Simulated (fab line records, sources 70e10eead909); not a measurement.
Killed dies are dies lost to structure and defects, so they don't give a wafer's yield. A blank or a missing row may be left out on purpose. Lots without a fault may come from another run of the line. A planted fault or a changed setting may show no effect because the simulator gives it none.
fab line records | flow nand_harc
record lots=6 wafers=18 last_day=32
route steps=1302 shown A_CHANNEL_HOLE_D1@487 A_CHANNEL_FILL_D1@490 END@1302
lots that met no fault: from a run of the same line without faults
start_h: hours from the record's first day to the start of the lot's first wafer shown | wait_h: hours since the lot's step before | " the same as in the row above | L1.1+2: a row that stands for several wafers | - no value, or no start given | * or withheld: withheld | < > ~ a bound
route shown NAME@n: a module of which the file shows steps, and the number in the route of the first | usual: mean/standard deviation of fault-free wafers | same: alike in all rows | chamber/n: place in a boat | sites: the reading at each site | _std_site: their standard deviation | _edge_site: outer sites' mean less inner sites' | radius_mm: how far each site lies from the wafer's centre | mask NAME#n: copy n | behind: the tool/chamber that last shaped the wafer | hold: why the lot was held/for how many hours/how that ended | device: the transistor (n, p or np) that didn't switch | end of line: the same wafers' tests at the end of the route | a step without rows: its recipe alone | killed: dies lost to structure and defects at the first sort, not the wafer's yield | map: a wafer's dies, x killed, . not, _ none there
set.NAME: the setting as run; set.NAME@STEP: as run at that earlier step | model.NAME: the simulator's own value behind a step, which no gauge read
lots at some steps of the route; a table a step, a row a wafer
services: from which hour (start_h, from the record's first day; less than 0 if before it) a tool's chamber was out of use, for how many hours, and why
## steps
# step NHARC_A_CHANNEL_HOLE_D1_CD_MEAS_30
# usual cd_nm=89.9/0.99
# columns lot.wafer tool chamber start_h wait_h cd_nm
L526.1 cd_sem-01 - 188.14 - 91.9
L526.4 " - " " 90.3
L526.5 " - " " 90.4
L531.2 cd_sem-03 - 236.50 - 90.1
L531.3 " - " " 90.6
L531.6 " - " " 89.6
L535.1 cd_sem-03 - 280.51 - 91.3
L535.2 " - " " 91.0
L535.4 " - " " 91.5
L537.1 cd_sem-02 - 296.95 - 89.6
L537.3 " - " " 89.8
L537.6 " - " " 88.9
L536.1 cd_sem-03 - 302.52 0.1 91.0
L536.4 " - " " 90.1
L536.5 " - " " 91.4
L546.4 cd_sem-01 - 382.15 0.1 89.7
L546.5 " - " " 90.3
L546.6 " - " " 88.7
# step NHARC_A_CHANNEL_HOLE_D1_XSEM_31
# recipe landing_energy_ev=35000
# usual bot_cd_nm=74.6/1.3 bow_nm=8.66/0.24 tilt_deg=0.07/0.049
# columns lot.wafer tool chamber start_h wait_h bot_cd_nm bow_nm tilt_deg
L526.1 xsem-02 0 188.23 0.1 75.8 8.70 0.10
L526.4 " 0 " " 75.1 8.55 0.10
L526.5 " 0 " " 74.8 8.66 0.10
L531.2 xsem-01 0 236.58 0.1 74.6 8.65 0.01
L531.3 " 0 " " 75.0 8.69 0.02
L531.6 " 0 " " 74.5 8.60 0.02
L535.1 xsem-01 0 280.59 0.1 77.1 8.62 0.05
L535.2 " 0 " " 76.0 8.58 0.05
L535.4 " 0 " " 76.2 8.59 0.05
L537.1 xsem-02 0 297.04 0.1 75.2 8.51 0.01
L537.3 " 0 " " 76.9 8.52 0.01
L537.6 " 0 " " 74.5 8.46 0.01
L536.1 xsem-02 0 302.61 0.1 75.1 9.04 0.09
L536.4 " 0 " " 74.6 8.97 0.09
L536.5 " 0 " " 75.9 9.12 0.09
L546.4 xsem-02 0 382.24 0.1 74.3 8.36 0.01
L546.5 " 0 " " 76.0 8.45 0.01
L546.6 " 0 " " 73.9 8.39 0.01
# step NHARC_A_CHANNEL_HOLE_D1_INSPECT_40
# usual raw_defect_count=70/28
# columns lot.wafer tool chamber start_h wait_h raw_defect_count
L526.1 defect_inspect-01 - 188.33 - 51
L526.4 " - " " 38
L526.5 " - " " 47
L531.2 defect_inspect-02 - 236.68 - 27
L531.3 " - " " 46
L531.6 " - " " 32
L535.1 defect_inspect-02 - 280.69 - 63
L535.2 " - " " 68
L535.4 " - " " 51
L537.1 defect_inspect-02 - 297.14 - 44
L537.3 " - " " 51
L537.6 " - " " 56
L536.1 defect_inspect-01 - 302.71 - 54
L536.4 " - " " 58
L536.5 " - " " 58
L546.4 defect_inspect-02 - 382.33 - 73
L546.5 " - " " 85
L546.6 " - " " 103
# step NHARC_A_CHANNEL_FILL_D1_PRECLEAN_00
# recipe time_s=* temp_c=50 bath_age_min=0 chemistry=SC1
# step NHARC_A_CHANNEL_FILL_D1_SRD_01
# step NHARC_A_CHANNEL_FILL_D1_ALD_02
# recipe target_thk_a=60 pulse_time_s=10 ald_cycles=60 temp_c=300 material=SiO2
# step NHARC_A_CHANNEL_FILL_D1_ALD_03
# recipe target_thk_a=60 pulse_time_s=60 ald_cycles=58 temp_c=630 pressure_torr=2 material=SiNx
# usual precursor_pulse_height_rel=1.001/0.019
# columns lot.wafer tool chamber start_h wait_h precursor_pulse_height_rel
L526.1 ald_sin_batch-02 0 - - 0.942
L526.4 " 0 " " 1.014
L526.5 " 0 " " 0.981
L531.2 ald_sin_batch-03 0 - - 0.980
L531.3 " 0 " " 1.008
L531.6 " 0 " " 0.969
L535.1 ald_sin_batch-01 0 - - 0.967
L535.2 " 0 " " 1.033
L535.4 " 0 " " 1.030
L537.1 ald_sin_batch-01 0 - - 1.060
L537.3 " 0 " " 1.015
L537.6 " 0 " " 0.974
L536.1 ald_sin_batch-02 0 - - 0.989
L536.4 " 0 " " 1.028
L536.5 " 0 " " 0.983
L546.4 ald_sin_batch-03 0 - - 1.003
L546.5 " 0 " " 0.988
L546.6 " 0 " " 1.000
# step NHARC_A_CHANNEL_FILL_D1_ALD_14
# recipe target_thk_a=25 pulse_time_s=10 ald_cycles=25 temp_c=300 material=SiO2
# usual heater_power_w=494/58 precursor_pulse_height_rel=0.999/0.021
# columns lot.wafer tool chamber start_h wait_h heater_power_w precursor_pulse_height_rel
L526.4 ald_hk-04 1 195.62 0.1 447 1.023
L526.1 " 2 " " 477 0.977
L526.5 " 0 " " 485 1.009
L531.2 ald_hk-04 1 243.91 0.1 454 0.974
L531.3 " 2 " " 481 0.984
L531.6 " 3 " " 445 0.978
L535.4 ald_hk-01 3 287.89 0.0 549 0.949
L535.1 " 1 " " 531 1.010
L535.2 " 2 " " 476 0.991
L537.3 ald_hk-03 3 304.37 0.0 407 1.029
L537.1 " 2 " " 533 1.010
L537.6 " 0 " " 474 1.003
L536.1 ald_hk-04 1 310.72 0.1 433 0.997
L536.4 " 2 " " 474 1.004
L536.5 " 0 " " 469 1.021
L546.4 ald_hk-03 0 390.63 0.1 490 0.993
L546.5 " 2 " " 552 0.977
L546.6 " 3 " " 423 0.991
# step NHARC_A_CHANNEL_FILL_D1_ALD_15
# recipe target_thk_a=20 pulse_time_s=60 ald_cycles=19 temp_c=630 pressure_torr=2 material=SiNx
# usual precursor_pulse_height_rel=0.998/0.02
# columns lot.wafer tool chamber start_h wait_h precursor_pulse_height_rel
L526.1 ald_sin_batch-02 0 - - 1.005
L526.4 " 0 " " 0.980
L526.5 " 0 " " 1.011
L531.2 ald_sin_batch-01 0 - - 0.961
L531.3 " 0 " " 0.978
L531.6 " 0 " " 0.993
L535.1 ald_sin_batch-03 0 - - 0.996
L535.2 " 0 " " 0.997
L535.4 " 0 " " 1.002
L537.1 ald_sin_batch-03 0 - - 1.009
L537.3 " 0 " " 0.991
L537.6 " 0 " " 1.011
L536.1 ald_sin_batch-02 0 - - 0.989
L536.4 " 0 " " 1.005
L536.5 " 0 " " 1.011
L546.4 ald_sin_batch-02 0 - - 1.019
L546.5 " 0 " " 0.989
L546.6 " 0 " " 1.003
# step NHARC_A_CHANNEL_FILL_D1_ALD_16
# recipe target_thk_a=15 pulse_time_s=10 ald_cycles=15 temp_c=300 material=SiO2
# step NHARC_A_CHANNEL_FILL_D1_ANNEAL_17
# recipe temp_c=850 time_s=1800
# step NHARC_A_CHANNEL_FILL_D1_CVD_18
# recipe target_thk_a=30 temp_c=550 material=poly-Si
# step NHARC_A_CHANNEL_FILL_D1_ETCHBACK_19
# recipe target_depth_a=50 time_s=1.7 hbr_flow_sccm=150 cl2_flow_sccm=50 rf_w=400 icp_w=400 bias_w=100 chemistry=HBr/Cl2
# usual drypump_motor_current_A=5.8/0.49 oes_product_au=0.999/0.008 throttle_valve_pct=26.405/0.009
# columns lot.wafer tool chamber start_h wait_h drypump_motor_current_A oes_product_au rf_hours_counter_h throttle_valve_pct
L526.4 rie_si-06 1 213.22 0.4 6.5 1.008 1.1 26.414
L526.1 " 2 " " 5.4 0.990 0.8 26.408
L526.5 " 3 " " 5.0 0.997 - 26.417
L531.3 rie_si-02 2 261.35 0.4 6.1 0.997 0.9 26.401
L531.2 " 3 " " 5.7 0.991 0.9 26.419
L531.6 " 0 " " 5.7 0.988 - 26.395
L535.4 rie_si-06 3 305.09 0.4 5.0 0.879 0.3 26.400
L535.2 " 1 " " 6.5 0.999 0.2 26.409
L535.1 " 2 " " 5.4 1.005 0.2 26.408
L537.1 rie_si-04 0 322.60 0.4 6.7 1.009 0.8 26.425
L537.3 " 1 " " 5.8 1.006 0.8 26.386
L537.6 " 3 " " 5.7 0.999 - 26.413
L536.1 rie_si-06 2 327.76 0.4 5.4 1.002 0.3 26.417
L536.4 " 0 " " 5.5 0.889 0.4 26.396
L536.5 " 3 " " 5.0 0.889 - 26.407
L546.4 rie_si-04 1 407.75 0.4 5.8 1.006 - 26.413
L546.5 " 2 " " 6.1 0.994 - 26.410
L546.6 " 3 " " 5.7 1.004 - 26.403
# step NHARC_A_CHANNEL_FILL_D1_ETCHBACK_20
# recipe target_depth_a=270 time_s=13.5 c4f8_flow_sccm=withheld o2_flow_sccm=8 ar_flow_sccm=withheld rf_w=600 bias_w=1500 chemistry=C4F8/O2/Ar
# usual oes_product_au=0.96/0.037 rf_vpp_V=979/6.2
# columns lot.wafer tool chamber start_h wait_h oes_product_au rf_hours_counter_h rf_vpp_V
L526.4 rie_diel-05 2 213.33 - 0.92 9.3 972
L526.1 " 0 " " 0.92 9.6 987
L526.5 " 1 " " 0.91 - 978
L531.3 rie_diel-13 1 261.45 - 1.00 4.3 975
L531.2 " 3 " " 1.01 4.5 984
L531.6 " 1 " " 1.00 - 974
L535.4 rie_diel-09 3 305.23 - 0.93 4.8 971
L535.1 " 0 " " 0.95 4.8 984
L535.2 " 1 " " 0.93 4.8 981
L537.1 rie_diel-05 3 322.72 - 0.93 5.6 972
L537.3 " 0 " " 0.93 5.6 987
L537.6 " 3 " " 0.93 - 971
L536.1 rie_diel-05 0 327.90 - 0.99 5.7 988
L536.4 " 2 " " 0.98 5.3 972
L536.5 " 1 " " 0.98 - 979
L546.4 rie_diel-09 3 407.85 - 1.01 3.2 970
L546.5 " 3 " " 1.01 - 973
L546.6 " 0 " " 0.99 - 983
# step NHARC_END_SORT_01
# recipe temp_c=25
# usual killed_at_array=55/17 killed_at_other=1.1/1.4 killed_at_periphery=3.9/3 killed_dies=59/17 killed_open=3.5/2 killed_short=2.6/1.6
# same gross_dies=677
# columns lot.wafer tool chamber start_h wait_h killed_at_array killed_at_other killed_at_periphery killed_dies killed_open killed_short
L526.1 prober-01 0 572.89 2.5 61 0 2 63 0 2
L526.4 prober-01 0 575.26 3.4 56 1 3 60 4 0
L526.5 prober-01 0 576.05 3.7 71 1 4 76 3 2
L531.2 prober-02 0 611.99 2.8 49 1 6 56 3 4
L531.3 prober-02 0 612.80 3.1 50 0 3 53 5 1
L531.6 prober-02 0 615.23 4.1 46 1 2 49 3 1
L537.1 prober-02 0 667.78 2.5 51 0 3 54 2 2
L537.3 prober-02 0 669.37 3.1 44 1 2 47 1 0
L537.6 prober-02 0 671.76 4.0 69 0 2 71 3 1
L546.4 prober-01 0 755.04 3.4 39 0 2 41 2 2
L546.5 prober-01 0 755.84 3.7 32 2 2 36 3 2
L546.6 prober-01 0 756.64 4.0 47 0 1 48 4 7
# killed by level:class
L526.1 A_SLIT:chamber_film_flake=24 A_CHANNEL_HOLE_D2:chamber_film_flake=23 A_STAIRCASE:chamber_film_flake=4 A_CONTACT:unspecified=4 A_CHANNEL_HOLE_D1:chamber_film_flake=2 A_CONTACT:chamber_film_flake=2 A_DECK1_JOINT:geometric_particle:short=1 A_ONON_D2:geometric_particle:short=1
L526.4 A_SLIT:chamber_film_flake=26 A_CHANNEL_HOLE_D2:chamber_film_flake=22 P_M2:chamber_film_flake=2 A_CONTACT:chamber_film_flake=2 A_DECK1_JOINT:geometric_particle:open=1 A_ONON_D2:geometric_particle:open=1 A_M0:geometric_particle:open=1 STARTING-WAFER:geometric_particle:open=1
L526.5 A_CHANNEL_HOLE_D2:chamber_film_flake=25 A_SLIT:chamber_film_flake=25 A_CONTACT:chamber_film_flake=6 A_BONDPAD:chamber_film_flake=6 P_M2:chamber_film_flake=2 P_GATE:geometric_particle:open=1 A_ONON_D1:geometric_particle:short=1 A_ONON_D2:geometric_particle:short=1
L531.2 A_SLIT:chamber_film_flake=29 A_CHANNEL_HOLE_D2:chamber_film_flake=10 A_STAIRCASE:chamber_film_flake=3 P_CONTACT:geometric_particle:short=2 A_ONON_D2:geometric_particle:open=2 A_ONON_D2:geometric_particle:short=2 A_CHANNEL_HOLE_D1:chamber_film_flake=2 P_M0:geometric_particle:open=1
L531.3 A_SLIT:chamber_film_flake=27 A_CHANNEL_HOLE_D2:chamber_film_flake=10 A_CHANNEL_HOLE_D1:chamber_film_flake=5 A_CONTACT:chamber_film_flake=4 P_CONTACT:geometric_particle:open=2 A_CHANNEL_HOLE_D1:geometric_particle:open=1 A_ONON_D2:geometric_particle:short=1 A_ONON_D2:geometric_particle:open=1
L531.6 A_SLIT:chamber_film_flake=26 A_CHANNEL_HOLE_D2:chamber_film_flake=6 A_STAIRCASE:chamber_film_flake=5 A_CONTACT:chamber_film_flake=4 A_CHANNEL_HOLE_D1:chamber_film_flake=2 P_M0:geometric_particle:open=1 A_SOURCE_PLATE:geometric_particle:open=1 A_STAIRCASE:geometric_particle:short=1
L537.1 A_SLIT:chamber_film_flake=28 A_CHANNEL_HOLE_D2:chamber_film_flake=10 A_CHANNEL_HOLE_D1:chamber_film_flake=3 P_M1:chamber_film_flake=2 P_GATE:geometric_particle:open=1 A_SOURCE_PLATE:geometric_particle:short=1 A_CHANNEL_FILL_D2:geometric_particle:open=1 A_M0:geometric_particle:short=1
L537.3 A_SLIT:chamber_film_flake=30 A_CHANNEL_HOLE_D2:chamber_film_flake=8 A_CHANNEL_HOLE_D1:chamber_film_flake=2 A_CONTACT:chamber_film_flake=2 P_GATE:chamber_film_flake=1 P_M1:chamber_film_flake=1 STARTING-WAFER:geometric_particle:open=1 A_DECK1_JOINT:chamber_film_flake=1
L537.6 A_SLIT:chamber_film_flake=33 A_CHANNEL_HOLE_D2:chamber_film_flake=18 A_CHANNEL_HOLE_D1:chamber_film_flake=6 A_WL_FILL:chamber_film_flake=3 A_CONTACT:chamber_film_flake=3 P_M1:chamber_film_flake=2 A_SOURCE_PLATE:geometric_particle:open=1 A_CHANNEL_FILL_D2:geometric_particle:open=1
L546.4 A_CHANNEL_HOLE_D1:chamber_film_flake=27 A_SLIT:chamber_film_flake=3 A_CHANNEL_HOLE_D2:chamber_film_flake=3 A_STAIRCASE:chamber_film_flake=2 P_STI:geometric_particle:short=1 P_CONTACT:geometric_particle:open=1 A_CHANNEL_FILL_D1:geometric_particle:open=1 A_CONTACT:chamber_film_flake=1
L546.5 A_CHANNEL_HOLE_D1:chamber_film_flake=14 A_SLIT:chamber_film_flake=6 A_STAIRCASE:chamber_film_flake=4 A_CHANNEL_HOLE_D2:chamber_film_flake=2 A_CONTACT:chamber_film_flake=2 THIN_TSV:chamber_film_flake=2 P_CONTACT:geometric_particle:open=1 P_CONTACT:geometric_particle:short=1
L546.6 A_CHANNEL_HOLE_D1:chamber_film_flake=26 A_STAIRCASE:chamber_film_flake=4 A_SLIT:chamber_film_flake=4 A_ONON_D2:geometric_particle:short=3 A_ONON_D1:geometric_particle:open=2 A_DECK1_JOINT:geometric_particle:short=2 A_ONON_D1:geometric_particle:short=1 A_CHANNEL_FILL_D1:geometric_particle:short=1
## services
# columns tool chamber start_h hours kind
rie_diel-13 - 165.00 9.0 pm
rie_si-04 - 165.00 9.0 pm
rie_diel-13 2 183.85 7.4 repair
ald_hk-03 - 216.20 10.0 pm
rie_diel-05 - 229.60 9.0 pm
rie_diel-09 1 240.36 4.9 repair
rie_diel-09 2 243.48 5.8 repair
rie_si-06 - 249.00 9.0 pm
ald_hk-04 - 255.05 10.0 pm
ald_sin_batch-02 - 266.00 26.0 pm
rie_diel-09 - 270.74 13.2 repair
rie_si-06 2 308.96 9.1 repair
rie_diel-05 1 309.76 6.2 repair
rie_diel-09 1 318.38 2.7 repair
rie_diel-09 - 320.10 9.0 pm
rie_diel-09 2 331.54 8.0 repair
rie_si-04 - 342.00 9.0 pm
rie_si-06 1 372.11 6.6 repair
xsem-01 - 374.00 14.0 pm
rie_diel-09 3 376.97 8.5 repair
ald_hk-03 - 385.72 0.6 repair
ald_hk-03 - 394.20 10.0 pm
rie_si-04 0 399.96 13.3 repair
rie_diel-05 - 406.87 9.0 pm
## key
first_sign step=NHARC_A_CHANNEL_FILL_D1_ETCHBACK_19 reading=oes_product_au direction=down sigmas=14 usual=0.999 struck=0.886
effect none on later readings
met_at NHARC_A_CHANNEL_FILL_D1_ETCHBACK_19
struck_wafers L535.4,L536.4,L536.5
tester_left_out L535,L536
onset_between 213.22 305.09
fault kind=process_parameter_drift tool=rie_si-06 chamber=- onset_h=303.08 steps=NHARC_A_CHANNEL_FILL_D1_ETCHBACK_19 channel=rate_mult offset=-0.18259 shape=step end_h=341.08 scope=struck_wafers_only
# tester_left_out: of these lots the tester's yield and bins aren't shown, on N5 and GAA mostly nor the transistor test; their killed dies are dies lost to structure and defects alone, not to doping, threshold or leakage, so they don't give the yield
